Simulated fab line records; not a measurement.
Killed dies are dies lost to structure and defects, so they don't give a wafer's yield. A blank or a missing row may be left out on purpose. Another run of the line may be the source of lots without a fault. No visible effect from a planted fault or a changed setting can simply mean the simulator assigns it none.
Split-lot study || flow n5_finfet || 21 wafers read from 7 lots, route of 1938 steps

## THE SPLIT ITSELF
At N5_BEOL_M9_EXPOSE_08 (exposes mask M9), the setting dose_mj was moved away from the recipe's 53.75 on 7 of the 21 wafers read, by -2.8% to +6.6%. For the rest of the wafers, this setting stayed at what the recipe calls for.

## FROM THE SPLIT TO THE READING: what the file shows between them, 15 steps
- N5_BEOL_M9_PEB_09: peb time 60 s
- N5_BEOL_M9_DEVELOP_10: develop time 30 s
- N5_BEOL_M9_CD_MEAS_11: target cd 64.1 nm
- N5_BEOL_M9_DESCUM_16: chemistry O2, time 7.9 s
- N5_BEOL_M9_ETCH_61: etches SiARC in CF4, target depth 39 nm, time 65 s
- N5_BEOL_M9_ETCH_62: etches SOC in N2/H2, target depth 110 nm, overetch 22 nm, time 165 s
- N5_BEOL_M9_STRIP_68: strips in N2/H2
- N5_BEOL_M9_STRIP_67: strips in CF4
- N5_BEOL_M9_HM_OPEN_17: chemistry Cl2/BCl3, target TiN, target depth 20 nm, overetch 6 nm
- N5_BEOL_M9_STRIP_19: strips in O2
- N5_BEOL_M9_CD_MEAS_18: pitch 140 nm, target cd 70 nm
- N5_BEOL_M9_COAT_63: time 60 s, resist thk 60 nm
- N5_BEOL_M9_COAT_64: time 60 s, resist thk 12 nm
- N5_BEOL_M9_PRECLEAN_42: cleans in residue remover, time 60 s
- N5_BEOL_M9_SRD_43: time 30 s

## THE READING
cd_nm, in nm, at N5_BEOL_M9_CD_MEAS_35 (target cd 70 nm, target cd y 40 nm). On this fab line, fault-free wafers typically give 70.0 nm with a standard deviation of 0.56 nm.

{"wafer": "L075.4", "tool, chamber at the split": "arfi_scanner-01, 0", "dose_mj as run": 55.68, "against the recipe": "+3.6%", "cd_nm, nm": 71.3, "against lot-mates on the recipe": "+2.0"}
{"wafer": "L075.5", "tool, chamber at the split": "arfi_scanner-01, 0", "dose_mj as run": 53.75, "against the recipe": "recipe", "cd_nm, nm": 69.3, "against lot-mates on the recipe": "-"}
{"wafer": "L075.6", "tool, chamber at the split": "arfi_scanner-01, 0", "dose_mj as run": 55.68, "against the recipe": "+3.6%", "cd_nm, nm": 71.8, "against lot-mates on the recipe": "+2.5"}
{"wafer": "L080.2", "tool, chamber at the split": "arfi_scanner-02, 0", "dose_mj as run": 53.75, "against the recipe": "recipe", "cd_nm, nm": 69.6, "against lot-mates on the recipe": "-"}
{"wafer": "L080.4", "tool, chamber at the split": "arfi_scanner-02, 0", "dose_mj as run": 53.75, "against the recipe": "recipe", "cd_nm, nm": 69.9, "against lot-mates on the recipe": "-"}
{"wafer": "L080.6", "tool, chamber at the split": "arfi_scanner-02, 0", "dose_mj as run": 52.22, "against the recipe": "-2.8%", "cd_nm, nm": 68.3, "against lot-mates on the recipe": -1.5}
{"wafer": "L087.1", "tool, chamber at the split": "arfi_scanner-01, 0", "dose_mj as run": 53.75, "against the recipe": "recipe", "cd_nm, nm": 70.6, "against lot-mates on the recipe": "-"}
{"wafer": "L087.2", "tool, chamber at the split": "arfi_scanner-01, 0", "dose_mj as run": 56.52, "against the recipe": "+5.2%", "cd_nm, nm": 72.5, "against lot-mates on the recipe": "+1.9"}
{"wafer": "L087.5", "tool, chamber at the split": "arfi_scanner-01, 0", "dose_mj as run": 56.52, "against the recipe": "+5.2%", "cd_nm, nm": 73.0, "against lot-mates on the recipe": "+2.4"}
{"wafer": "L091.1", "tool, chamber at the split": "arfi_scanner-02, 0", "dose_mj as run": 53.75, "against the recipe": "recipe", "cd_nm, nm": 69.9, "against lot-mates on the recipe": "-"}
{"wafer": "L091.3", "tool, chamber at the split": "arfi_scanner-02, 0", "dose_mj as run": 53.75, "against the recipe": "recipe", "cd_nm, nm": 69.6, "against lot-mates on the recipe": "-"}
{"wafer": "L091.5", "tool, chamber at the split": "arfi_scanner-02, 0", "dose_mj as run": 57.28, "against the recipe": "+6.6%", "cd_nm, nm": 73.1, "against lot-mates on the recipe": "+3.3"}
{"wafer": "L092.2", "tool, chamber at the split": "arfi_scanner-01, 0", "dose_mj as run": 53.75, "against the recipe": "recipe", "cd_nm, nm": 69.2, "against lot-mates on the recipe": "-"}
{"wafer": "L092.3", "tool, chamber at the split": "arfi_scanner-01, 0", "dose_mj as run": 53.75, "against the recipe": "recipe", "cd_nm, nm": 69.5, "against lot-mates on the recipe": "-"}
{"wafer": "L092.4", "tool, chamber at the split": "arfi_scanner-01, 0", "dose_mj as run": 53.75, "against the recipe": "recipe", "cd_nm, nm": 69.7, "against lot-mates on the recipe": "-"}
{"wafer": "L096.1", "tool, chamber at the split": "arfi_scanner-03, 0", "dose_mj as run": 57.12, "against the recipe": "+6.3%", "cd_nm, nm": 73.8, "against lot-mates on the recipe": "+3.5"}
{"wafer": "L096.2", "tool, chamber at the split": "arfi_scanner-03, 0", "dose_mj as run": 53.75, "against the recipe": "recipe", "cd_nm, nm": 70.7, "against lot-mates on the recipe": "-"}
{"wafer": "L096.5", "tool, chamber at the split": "arfi_scanner-03, 0", "dose_mj as run": 53.75, "against the recipe": "recipe", "cd_nm, nm": 70.0, "against lot-mates on the recipe": "-"}
{"wafer": "L095.1", "tool, chamber at the split": "arfi_scanner-03, 0", "dose_mj as run": 53.75, "against the recipe": "recipe", "cd_nm, nm": 70.3, "against lot-mates on the recipe": "-"}
{"wafer": "L095.4", "tool, chamber at the split": "arfi_scanner-03, 0", "dose_mj as run": 53.75, "against the recipe": "recipe", "cd_nm, nm": 70.2, "against lot-mates on the recipe": "-"}
{"wafer": "L095.6", "tool, chamber at the split": "arfi_scanner-03, 0", "dose_mj as run": 53.75, "against the recipe": "recipe", "cd_nm, nm": 70.1, "against lot-mates on the recipe": "-"}

FIT RESULTS
A straight line over all 21 wafers: cd_nm changes by +0.541 nm for each +1% of dose_mj; r = +0.96; the points scatter about the line by 0.43 nm.
The same after taking each lot's own level away (the mean of its wafers on the recipe; 21 wafers): +0.506 nm for each +1%; r = +0.98; scatter 0.29 nm.
According to that fit, moving dose_mj by its largest amount changes the reading by 3.3 nm.
The span of the lots' own levels, 69.30 to 70.60 nm, comes to 2.3 times the standard deviation stated above.
So the lot-to-lot level changes the slope little: the two slopes agree.
Check: for one of the wafers moved furthest among these (+6.6%), held out of the fit, the line's prediction against its lot-mates is +3.33 nm. Against them it came out at +3.35 nm.

## THE WHOLE CHAIN: every reading that the file lists as answering this split, in the file's order
{"step": "N5_BEOL_M9_CD_MEAS_11", "what it does": "target cd 64.1 nm", "reading": "cd_nm", "change (the file's fit)": "+0.549 nm for each +1% of the setting", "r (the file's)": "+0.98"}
{"step": "N5_BEOL_M9_ETCH_61", "what it does": "etches SiARC in CF4, target depth 39 nm, time 65 s", "reading": "BEOL_M9.cd_offset_nm (the simulator's own value, which no gauge read)", "change (the file's fit)": "+0.551 nm for each +1% of the setting", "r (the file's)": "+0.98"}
{"step": "N5_BEOL_M9_HM_OPEN_17", "what it does": "chemistry Cl2/BCl3, target TiN, target depth 20 nm, overetch 6 nm", "reading": "BEOL_M9.cd_offset_nm (the simulator's own value, which no gauge read)", "change (the file's fit)": "+0.544 nm for each +1% of the setting", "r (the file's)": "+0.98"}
{"step": "N5_BEOL_M9_CD_MEAS_18", "what it does": "pitch 140 nm, target cd 70 nm", "reading": "cd_nm", "change (the file's fit)": "+0.537 nm for each +1% of the setting", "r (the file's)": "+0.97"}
{"step": "N5_BEOL_M9_CD_MEAS_35", "what it does": "target cd 70 nm, target cd y 40 nm", "reading": "cd_nm", "change (the file's fit)": "+0.516 nm for each +1% of the setting", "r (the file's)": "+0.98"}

## THE FILE'S OWN FIT
cd_nm changes by +0.516 nm for each +1% of dose_mj, r = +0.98.
